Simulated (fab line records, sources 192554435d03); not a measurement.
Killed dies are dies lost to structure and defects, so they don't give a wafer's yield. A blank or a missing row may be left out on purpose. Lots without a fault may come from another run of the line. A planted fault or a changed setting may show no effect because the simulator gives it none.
Split-lot experiment | flow n5_finfet | 7 lots, 21 wafers read, on a route of 1938 steps

THE SPLIT
At N5_BEOL_M4_ETCH_70 (etches SOC in N2/H2, target depth 80 nm, overetch 24 nm, time 130 s), the setting source_w was moved away from the recipe's 840 W on 7 of the 21 wafers read, by -13.0% to +17.7%. The other wafers ran this setting at the recipe's value.

The reading is taken at the split's own step.

THE READING
rf_vpp_V, in V, at N5_BEOL_M4_ETCH_70 (etches SOC in N2/H2, target depth 80 nm, overetch 24 nm, time 130 s). Fault-free wafers of this fab line usually give 523.6 V, standard deviation 2.6 V.

wafer  | tool, chamber at the split | source_w as run, W | against the recipe | rf_vpp_V, V | against lot-mates on the recipe
L078.1 | rie_diel-01, 1             | 757.5              | -9.8%              | 539.7       | +15.0
L078.2 | rie_diel-01, 2             | 840                | recipe             | 524.9       | -
L078.6 | rie_diel-01, 2             | 840                | recipe             | 524.6       | -
L077.3 | rie_diel-01, 1             | 840                | recipe             | 521.1       | -
L077.5 | rie_diel-01, 3             | 840                | recipe             | 521.4       | -
L077.6 | rie_diel-01, 0             | 779.2              | -7.2%              | 537.1       | +15.9
L082.3 | rie_diel-06, 0             | 883                | +5.1%              | 519.6       | -5.4
L082.4 | rie_diel-06, 2             | 840                | recipe             | 525.0       | -
L082.5 | rie_diel-06, 2             | 840                | recipe             | 525.1       | -
L090.1 | rie_diel-06, 2             | 840                | recipe             | 524.6       | -
L090.3 | rie_diel-06, 3             | 840                | recipe             | 521.6       | -
L090.6 | rie_diel-06, 3             | 840                | recipe             | 520.7       | -
L092.1 | rie_diel-01, 2             | 840                | recipe             | 525.9       | -
L092.2 | rie_diel-01, 1             | 840                | recipe             | 521.9       | -
L092.6 | rie_diel-01, 0             | 840                | recipe             | 521.9       | -
L095.3 | rie_diel-06, 1             | 988.4              | +17.7%             | 494.8       | no lot-mate on the recipe
L095.5 | rie_diel-06, 3             | 988.4              | +17.7%             | 492.5       | no lot-mate on the recipe
L095.6 | rie_diel-06, 0             | 988.4              | +17.7%             | 499.6       | no lot-mate on the recipe
L094.3 | rie_diel-06, 0             | 840                | recipe             | 527.8       | -
L094.4 | rie_diel-06, 1             | 730.6              | -13.0%             | 548.2       | +24.2
L094.6 | rie_diel-06, 3             | 840                | recipe             | 520.3       | -

THE FIT
A straight line over all 21 wafers: rf_vpp_V changes by -1.63 V for each +1% of source_w; r = -0.98; the points scatter about the line by 2.6 V.
The same after taking each lot's own level away (the mean of its wafers on the recipe; 18 wafers): -1.73 V for each +1%; r = -0.96; scatter 2.2 V.
On that fit, the largest move of source_w shifts the reading by 31 V.
The lots' own levels span 521.25 to 525.05 V, that is 1.5 times the standard deviation above.
So the lot-to-lot level changes the slope little: the two slopes agree.
Check: with one of the wafers moved furthest among these (-13.0%) left out of the fit, the line predicts +21.6 V for it against its lot-mates. It came out at +24.2 V against them.
Tool readings at the split's step, against how far the setting was moved: rf_vpp_V r = -0.98.

OTHER SPLITS ON THESE WAFERS
These wafers also went through other splits before the reading. Each is held against what the fit with the lots' levels taken away leaves over:
other split on the same wafers | wafers away from the commonest value | r with rf_vpp_V (lot level and that fit taken away)
N5_BEOL_M2_COAT_67 spin_rpm    | 8                                    | +0.18
N5_BEOL_M3_PECVD_72 time_s     | 6                                    | -0.35

THE FILE'S OWN FIT
rf_vpp_V changes by -1.75 V for each +1% of source_w, r = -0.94.
